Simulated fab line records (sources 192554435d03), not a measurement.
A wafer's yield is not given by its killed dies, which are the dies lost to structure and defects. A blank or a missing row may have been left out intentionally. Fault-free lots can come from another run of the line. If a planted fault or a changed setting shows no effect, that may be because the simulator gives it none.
The same fault as seen by 2 desks | flow n5-finfet | every desk sees just its own numbers, and what lay behind them comes last

== FROM THE METROLOGY DESK ==
Lot by lot, what the gauges showed, no matter which tool ran the lot: averages of those sampled wafers that carry a number. The brackets show how far a lot's mean lies from the usual mean; more than 4 standard deviations puts the lot out of limits, marked OUT.
Columns: A = M13_ILD_THK at N5_BEOL_M13_THK_MEAS_01, usual 841 nm
lot  | first seen here | A
L588 | day 11 14:59    | 839
L593 | day 12 14:35    | 836
L599 | day 13 23:40    | 838
L600 | day 14 03:11    | 959 (+12) OUT
L606 | day 15 04:32    | 1212 (+38) OUT
L607 | day 15 11:44    | 845
L608 | day 16 04:02    | 838
L610 | day 16 16:12    | 831
L611 | day 16 19:58    | 849
This desk reports L600, L606 out of limits; the earliest was L600 at day 14 03:11 (M13_ILD_THK at N5_BEOL_M13_THK_MEAS_01). In limits: L588, L593, L599, L607, L608, L610, L611.

== DESK OF THE TOOL OWNER: pecvd-02 ==
The tool's own readings at N5_BEOL_M13_ILD_DEP_00 (deposits SiOC from DEMS/O2, target thk 837.92 nm, time 166.4 s): means of the sampled wafers that have a number, for each lot that ran on this tool. The brackets show how far a lot's mean lies from the usual mean; more than 4 standard deviations puts the lot out of limits, marked OUT.
Columns: A = heater-power-outer-w at N5_BEOL_M13_ILD_DEP_00, usual 269 W; B = heater-power-w at N5_BEOL_M13_ILD_DEP_00, usual 508 W; C = run-length-s at N5_BEOL_M13_ILD_DEP_00, usual 211.2 s; D = showerhead-plenum-p-Torr at N5_BEOL_M13_ILD_DEP_00, usual 5.700 Torr; E = showerhead-vpp-V at N5_BEOL_M13_ILD_DEP_00, usual 1436 V; F = throttle-valve-pct at N5_BEOL_M13_ILD_DEP_00, usual 12.0 %
lot  | first seen here | A   | B   | C                       | D     | E    | F
L593 | day 12 14:26    | 225 | 456 | 210.9                   | 5.699 | 1444 | 12.4
L599 | day 13 23:31    | 234 | 471 | 211.5                   | 5.706 | 1419 | 11.6
L600 | day 14 03:02    | 228 | 452 | 236.6 (+43) OUT         | 5.711 | 1417 | 11.3
L606 | day 15 04:23    | 318 | 564 | 286.6 (+99 or more) OUT | 5.699 | 1467 | 12.1
This desk's verdict: out of limits on L600, L606, starting with L600 at day 14 03:02 (run-length-s at N5_BEOL_M13_ILD_DEP_00). In limits: L593, L599.

== BROUGHT TOGETHER ==
On L600, L606, at day 14 03:02, an alarm was possible from the tool owner's desk.
L600, L606 would have let the metrology desk raise an alarm at day 14 03:11.
All the named lots went through N5_BEOL_M13_ILD_DEP_00 on pecvd-02.

== WHAT THE SIMULATOR PUT IN ==
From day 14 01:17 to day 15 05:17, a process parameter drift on pecvd-02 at N5_BEOL_M13_ILD_DEP_00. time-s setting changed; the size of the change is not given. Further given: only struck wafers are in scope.
Lots struck among those shown: L600, L606.
Fault start to first reading out of limits, in hours, per desk: tool owner, 2; metrology, 2.
